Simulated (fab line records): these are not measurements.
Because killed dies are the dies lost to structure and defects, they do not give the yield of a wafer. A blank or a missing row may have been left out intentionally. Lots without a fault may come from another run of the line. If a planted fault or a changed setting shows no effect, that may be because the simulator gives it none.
Comparing a struck lot with a sound one || flow n5-finfet || 37 out of 1938 route steps
Sound: wafers L935.1, L935.3, L935.4. Struck: wafer L928.2 (L928.3, L928.6, from the same lot, were not struck and are left out); the cause is given at the end.
Per side, at each step with rows, come the tool, then ch with its chambers, and then its first start. Under that, the readings that differ: sound wafers || struck wafers || difference of the means || sigmas: that difference in standard deviations of wafers without a fault.
alike: words and numbers the same on both sides, and readings whose means are apart by under 2 such deviations; not compared: readings that were withheld, readings missing a value for some wafer, numbers with overlapping values and no deviation given by the record, and bounds like >300 which may hide the same value.
Wherever a step has rows on one side only, a row that says differs or no value, or a row with sigmas, the two part there. When numbers do not overlap yet have no deviation, they are printed without sigmas and do not part them. A reading that every wafer of one side lacks parts them only if that side has two wafers or more.

first, 9 steps without rows for these wafers: N5_BEOL_M12_PRE_CLEAN_42 (time 30 s); N5_BEOL_M12_SPUTTER_43 (material TaN, target thk 15 nm, time 24.19 s); N5_BEOL_M12_SPUTTER_44 (material Ta, target thk 10 nm, time 16.13 s); N5_BEOL_M12_SPUTTER_45 (material Cu, target thk 80 nm, time 13.33 s); N5_BEOL_M12_ECD_47 (material Cu, target thk 720 nm); N5_BEOL_M12_ANNEAL_48 (time 90 s); N5_BEOL_M12_CMP_49 (polishes, stops on SiOC, t overpolish 20.6 s, target thk 320 nm); N5_BEOL_M12_PRE_CLEAN_52 (time 15 s); N5_BEOL_M12_DEP_53 (deposits SiCN from 3MS/NH3, target thk 30 nm, time 10.5 s).
N5_BEOL_M13_ILD_DEP_00: deposits SiOC from DEMS/O2, target thk 837.92 nm, time 166.4 s.
  sound on pecvd-02 ch 0,1, day 19 01:42; struck on pecvd-04 ch 1, day 17 08:18
{"reading": "run-length-s (s)", "sound": "211.1 210.4 211.5", "struck": 235.7, "difference": "+24.7", "sigmas": "+38"}
{"reading": "model.SiOC_of_BEOL_M13_ILD_DEP_00.thk-nm (nm)", "sound": "827.4 831.4 839.2", "struck": 959, "difference": "+126", "sigmas": ""}
  alike: heater-power-outer-w, heater-power-w, showerhead-plenum-p-Torr, throttle-valve-pct
N5_BEOL_M13_THK_MEAS_01:
  struck on film-metro-01, day 17 08:27; sound on film-metro-02, day 19 01:51
{"reading": "M13_ILD_THK (nm)", "sound": "827 832 839", "struck": 959, "difference": "+126", "sigmas": "+11"}
then, 10 steps without rows for these wafers: N5_BEOL_M13_COAT_58 (time 60 s, resist thk 89 nm); N5_BEOL_M13_COAT_04 (resist thk 400 nm); N5_BEOL_M13_EBR_06; N5_BEOL_M13_SOFTBAKE_05 (time 60 s); N5_BEOL_M13_EXPOSE_07 (exposes mask V12); N5_BEOL_M13_PEB_08 (peb time 90 s); N5_BEOL_M13_DEVELOP_09 (develop time 45 s); N5_BEOL_M13_HARDBAKE_14 (time 120 s); N5_BEOL_M13_DESCUM_15 (chemistry O2, time 7.9 s); N5_BEOL_M13_ETCH_59 (etches BARC in N2/H2, target depth 89 nm, overetch 26.7 nm, time 67.9 s).
N5_BEOL_M13_VIA_ETCH_16: etches SiOC in C4F8/O2/Ar, target depth 921.7 nm.
  sound on rie-diel-01 ch 0,1,2, day 19 02:27; struck on rie-diel-04 ch 1, day 17 09:05
{"reading": "model.etch.depth-nm (nm)", "sound": "827.4 831.4 839.2", "struck": 959, "difference": "+126", "sigmas": ""}
{"reading": "model.coat_of_BEOL_M13_COAT_04.thk-nm (nm)", "sound": "72.2 68 68.6", "struck": 36.4, "difference": -33.2, "sigmas": ""}
  alike: bias-w, drypump-motor-current-A, he-inner-torr, oes-product-au, rf-vpp-V, showerhead-plenum-p-Torr, throttle-valve-pct
N5_BEOL_M13_STRIP_63: strips in N2/H2.
  sound on plasma-asher-02 ch 0,1, day 19 02:41; struck on plasma-asher-02 ch 1, day 17 09:19
{"reading": "oes-product-au (a.u.)", "sound": "0.680 0.666 0.669", "struck": 0.649, "difference": -0.023, "sigmas": -5}
{"reading": "strip-time-to-endpoint-s (s)", "sound": "28.3 27.0 27.2", "struck": 17.2, "difference": -10.3, "sigmas": -9}
  alike: drypump-motor-current-A, heater-power-w
  not compared: rf-hours-counter-h
then, 12 steps without rows for these wafers: N5_BEOL_M13_STRIP_64 (strips in N2/H2); N5_BEOL_M13_STRIP_71 (strips in post etch residue remover, time 60 s); N5_BEOL_M13_SRD_72 (time 30 s, dry time 30 s); N5_BEOL_M13_COAT_65 (time 60 s, resist thk 350 nm); N5_BEOL_M13_COAT_66 (time 60 s, resist thk 110 nm); N5_BEOL_M13_COAT_22 (resist thk 300 nm); N5_BEOL_M13_EBR_24; N5_BEOL_M13_SOFTBAKE_23 (time 60 s); N5_BEOL_M13_EXPOSE_25 (exposes mask M13, target cd 210 nm); N5_BEOL_M13_PEB_26 (peb time 90 s); N5_BEOL_M13_DEVELOP_27 (develop time 45 s); N5_BEOL_M13_HARDBAKE_32 (time 120 s).
N5_BEOL_M13_CMP_49: polishes, stops on SiOC, t overpolish 17.1 s, target thk 420 nm.
  sound on cmp-02 ch 1,2,3, day 19 14:16; struck on cmp-01 ch 1, day 17 13:21
{"reading": "model.SiOC_of_BEOL_M13_ILD_DEP_00.thk-nm (nm)", "sound": "767.2 774.4 781.8", "struck": 899, "difference": "+125", "sigmas": ""}
  alike: motor-current-A, retaining-ring-pressure-frac, slurry-flow-ml-min
after that, 1 step had no rows for these wafers: N5_PASSIVATION_PROBE_49.

WHERE THEY PART
Earliest at N5_BEOL_M13_ILD_DEP_00; latest, in this record, at N5_BEOL_M13_STRIP_63. Later steps at which nothing parts them and some readings are alike: N5_BEOL_M13_CMP_49.

WHY: whatever the simulator had introduced
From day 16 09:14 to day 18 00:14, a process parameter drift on pecvd-04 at N5_BEOL_M13_ILD_DEP_00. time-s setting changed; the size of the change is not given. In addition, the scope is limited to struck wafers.
